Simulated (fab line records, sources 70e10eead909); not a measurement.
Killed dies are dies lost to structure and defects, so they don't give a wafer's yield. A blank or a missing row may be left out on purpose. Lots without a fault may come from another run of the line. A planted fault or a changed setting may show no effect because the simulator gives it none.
Chamber matching | flow nand_harc | NHARC_P_CONTACT_DESCUM_17 on rie_diel-02: 4 sister chambers
The step chemistry O2, time 3 s. 18 wafers are shown with their chamber, then 9 later ones without.

WAFERS WITH THEIR CHAMBER
wafer  | chamber | oes_product_au (a.u.) | throttle_valve_pct (%) | rf_vpp_V (V)
L174.1 | 0       | 0.985                 | 11.322                 | 56.5
L174.3 | 1       | 0.996                 | 11.311                 | 58.3
L174.5 | 0       | 0.979                 | 11.295                 | 59.2
L175.3 | 2       | 0.994                 | 11.301                 | 58.0
L175.5 | 0       | 0.982                 | 11.315                 | 58.2
L175.6 | 1       | 1.007                 | 11.313                 | 57.2
L177.4 | 3       | 0.999                 | 11.302                 | 56.2
L177.5 | 0       | 0.990                 | 11.311                 | 57.0
L177.6 | 3       | 0.995                 | 11.321                 | 57.8
L178.1 | 3       | 0.988                 | 11.298                 | 59.1
L178.2 | 2       | 0.991                 | 11.322                 | 56.3
L178.4 | 0       | 0.990                 | 11.304                 | 58.4
L183.1 | 1       | 1.004                 | 11.310                 | 57.9
L183.2 | 0       | 0.997                 | 11.309                 | 57.0
L183.6 | 3       | 0.989                 | 11.300                 | 57.9
L185.2 | 1       | 0.997                 | 11.322                 | 58.5
L185.5 | 0       | 1.007                 | 11.318                 | 57.7
L185.6 | 1       | 0.999                 | 11.314                 | 57.6

SIGNATURES (means of the wafers above)
reading            | chamber 0 | chamber 1 | chamber 2 | chamber 3 | scatter within a chamber
oes_product_au     | 0.99000   | 1.00060   | 0.99250   | 0.99275   | 0.00718
throttle_valve_pct | 11.31057  | 11.31400  | 11.31150  | 11.30525  | 0.00904
rf_vpp_V           | 57.714    | 57.900    | 57.150    | 57.750    | 0.934
Rule: a wafer's distance from a chamber is the root of the sum, over the readings, of the square of ((its reading less the chamber's mean) divided by the reading's scatter). The wafer belongs to the nearest chamber; if the next one is less than 2 further off, it can't be placed. The scatter: the root of (the sum of the squares of (reading less its chamber's mean) over the shown wafers, divided by (wafers less chambers)).

WAFERS WITHOUT THEIR CHAMBER
wafer  | oes_product_au (a.u.) | throttle_valve_pct (%) | rf_vpp_V (V)
L188.1 | 0.999                 | 11.307                 | 56.0
L188.2 | 1.002                 | 11.313                 | 57.0
L188.4 | 1.024                 | 11.308                 | 57.2
L191.3 | 0.982                 | 11.329                 | 58.6
L191.5 | 1.002                 | 11.301                 | 57.4
L191.6 | 0.987                 | 11.320                 | 57.4
L193.1 | 1.009                 | 11.314                 | 56.7
L193.2 | 0.992                 | 11.317                 | 58.3
L193.6 | 0.987                 | 11.308                 | 57.4

WHICH CHAMBER EACH WENT THROUGH
wafer  | from the rows above               | in truth
L188.1 | can't be placed: 2 or 3 or 1 or 0 | 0
L188.2 | can't be placed: 1 or 2 or 3 or 0 | 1
L188.4 | can't be placed: 1 or 3 or 2 or 0 | 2
L191.3 | can't be placed: 0 or 2 or 3 or 1 | 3
L191.5 | can't be placed: 3 or 1 or 2 or 0 | 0
L191.6 | can't be placed: 0 or 2 or 3 or 1 | 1
L193.1 | can't be placed: 1 or 2 or 3 or 0 | 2
L193.2 | can't be placed: 0 or 1 or 2 or 3 | 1
L193.6 | can't be placed: 0 or 2 or 3 or 1 | 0
Placed correctly: 0 of 9. Can't be placed from these rows: 9 (the true chamber is among the candidates in 9). Placed wrongly: 0.
